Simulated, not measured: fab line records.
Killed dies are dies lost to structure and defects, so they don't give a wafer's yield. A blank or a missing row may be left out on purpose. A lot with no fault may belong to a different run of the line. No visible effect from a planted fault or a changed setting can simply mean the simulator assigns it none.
Chamber matching / flow nand_harc / 4 sister chambers for NHARC_P_BONDPAD_CMP_19 on cmp-02
The step polishes, t overpolish 30 s, cu recess touch 16 s, target thk 160.81 nm. 20 wafers are shown with their chamber, then 10 later ones without.

== WAFERS, EACH WITH ITS CHAMBER ==
wafer=L076.1; chamber=3; motor_current_A (A)=9.8; slurry_flow_ml_min=150.2; overpolish_run_s (s)=30.016
wafer=L076.3; chamber=0; motor_current_A (A)=13.1; slurry_flow_ml_min=150.1; overpolish_run_s (s)=29.998
wafer=L076.6; chamber=0; motor_current_A (A)=12.9; slurry_flow_ml_min=150.5; overpolish_run_s (s)=30.013
wafer=L077.1; chamber=2; motor_current_A (A)=12.2; slurry_flow_ml_min=150.3; overpolish_run_s (s)=30.017
wafer=L077.2; chamber=3; motor_current_A (A)=10.6; slurry_flow_ml_min=149.9; overpolish_run_s (s)=29.995
wafer=L077.5; chamber=2; motor_current_A (A)=11.9; slurry_flow_ml_min=150.3; overpolish_run_s (s)=30.001
wafer=L078.4; chamber=0; motor_current_A (A)=13.4; slurry_flow_ml_min=150.8; overpolish_run_s (s)=29.993
wafer=L078.5; chamber=1; motor_current_A (A)=11.7; slurry_flow_ml_min=149.6; overpolish_run_s (s)=30.013
wafer=L078.6; chamber=0; motor_current_A (A)=12.7; slurry_flow_ml_min=149.7; overpolish_run_s (s)=30.008
wafer=L079.3; chamber=3; motor_current_A (A)=9.9; slurry_flow_ml_min=149.2; overpolish_run_s (s)=30.002
wafer=L079.4; chamber=0; motor_current_A (A)=13.1; slurry_flow_ml_min=150.0; overpolish_run_s (s)=29.992
wafer=L079.6; chamber=2; motor_current_A (A)=12.6; slurry_flow_ml_min=150.6; overpolish_run_s (s)=30.003
wafer=L082.2; chamber=2; motor_current_A (A)=11.5; slurry_flow_ml_min=149.7; overpolish_run_s (s)=30.006
wafer=L082.4; chamber=1; motor_current_A (A)=11.5; slurry_flow_ml_min=150.0; overpolish_run_s (s)=29.985
wafer=L082.6; chamber=3; motor_current_A (A)=10.5; slurry_flow_ml_min=149.4; overpolish_run_s (s)=30.003
wafer=L087.1; chamber=1; motor_current_A (A)=12.0; slurry_flow_ml_min=150.3; overpolish_run_s (s)=29.999
wafer=L087.2; chamber=0; motor_current_A (A)=12.8; slurry_flow_ml_min=150.9; overpolish_run_s (s)=29.991
wafer=L087.6; chamber=3; motor_current_A (A)=9.8; slurry_flow_ml_min=150.2; overpolish_run_s (s)=30.004
wafer=L092.1; chamber=2; motor_current_A (A)=12.4; slurry_flow_ml_min=150.4; overpolish_run_s (s)=29.985
wafer=L092.3; chamber=0; motor_current_A (A)=12.8; slurry_flow_ml_min=150.2; overpolish_run_s (s)=30.011

SIGNATURES (averages over the wafers above)
reading=motor_current_A; chamber 0=12.971; chamber 1=11.733; chamber 2=12.120; chamber 3=10.120; scatter within a chamber=0.341
reading=slurry_flow_ml_min; chamber 0=150.314; chamber 1=149.967; chamber 2=150.260; chamber 3=149.780; scatter within a chamber=0.41
reading=overpolish_run_s; chamber 0=30.00086; chamber 1=29.99900; chamber 2=30.00240; chamber 3=30.00400; scatter within a chamber=0.0103
Rule: distance of a wafer from a chamber = root of the sum over the readings of ((wafer's reading minus chamber's mean) / reading's scatter) squared. The wafer belongs to the nearest chamber; if the next one is less than 2 further off, it can't be placed. How the scatter is found: for the shown wafers, subtract from each reading the mean of its chamber, square and add these, divide the total by (wafers less chambers), then take the root.

== WAFERS WITH NO CHAMBER GIVEN ==
wafer=L092.5; motor_current_A (A)=10.2; slurry_flow_ml_min=149.8; overpolish_run_s (s)=30.005
wafer=L093.3; motor_current_A (A)=10.3; slurry_flow_ml_min=149.8; overpolish_run_s (s)=29.999
wafer=L093.5; motor_current_A (A)=10.6; slurry_flow_ml_min=150.5; overpolish_run_s (s)=29.997
wafer=L093.6; motor_current_A (A)=13.3; slurry_flow_ml_min=149.2; overpolish_run_s (s)=29.983
wafer=L094.1; motor_current_A (A)=10.3; slurry_flow_ml_min=149.9; overpolish_run_s (s)=30.016
wafer=L094.4; motor_current_A (A)=12.4; slurry_flow_ml_min=149.8; overpolish_run_s (s)=29.998
wafer=L094.5; motor_current_A (A)=12.7; slurry_flow_ml_min=149.7; overpolish_run_s (s)=29.998
wafer=L096.4; motor_current_A (A)=12.1; slurry_flow_ml_min=149.9; overpolish_run_s (s)=30.002
wafer=L096.5; motor_current_A (A)=12.4; slurry_flow_ml_min=150.2; overpolish_run_s (s)=30.005
wafer=L096.6; motor_current_A (A)=10.3; slurry_flow_ml_min=150.0; overpolish_run_s (s)=29.993

== WHICH CHAMBER EACH ONE RAN IN ==
wafer=L092.5; from the rows above=3; in truth=3
wafer=L093.3; from the rows above=3; in truth=3
wafer=L093.5; from the rows above=can't be placed: 3 or 1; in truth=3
wafer=L093.6; from the rows above=can't be placed: 0 or 2 or 1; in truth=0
wafer=L094.1; from the rows above=3; in truth=3
wafer=L094.4; from the rows above=can't be placed: 2 or 1 or 0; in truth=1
wafer=L094.5; from the rows above=can't be placed: 0 or 2 or 1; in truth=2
wafer=L096.4; from the rows above=can't be placed: 2 or 1 or 0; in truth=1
wafer=L096.5; from the rows above=can't be placed: 2 or 0 or 1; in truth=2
wafer=L096.6; from the rows above=3; in truth=3
4 of 10 placed correctly. These rows do not allow placing 6 (true chamber among the candidates in 6). 0 placed wrongly.
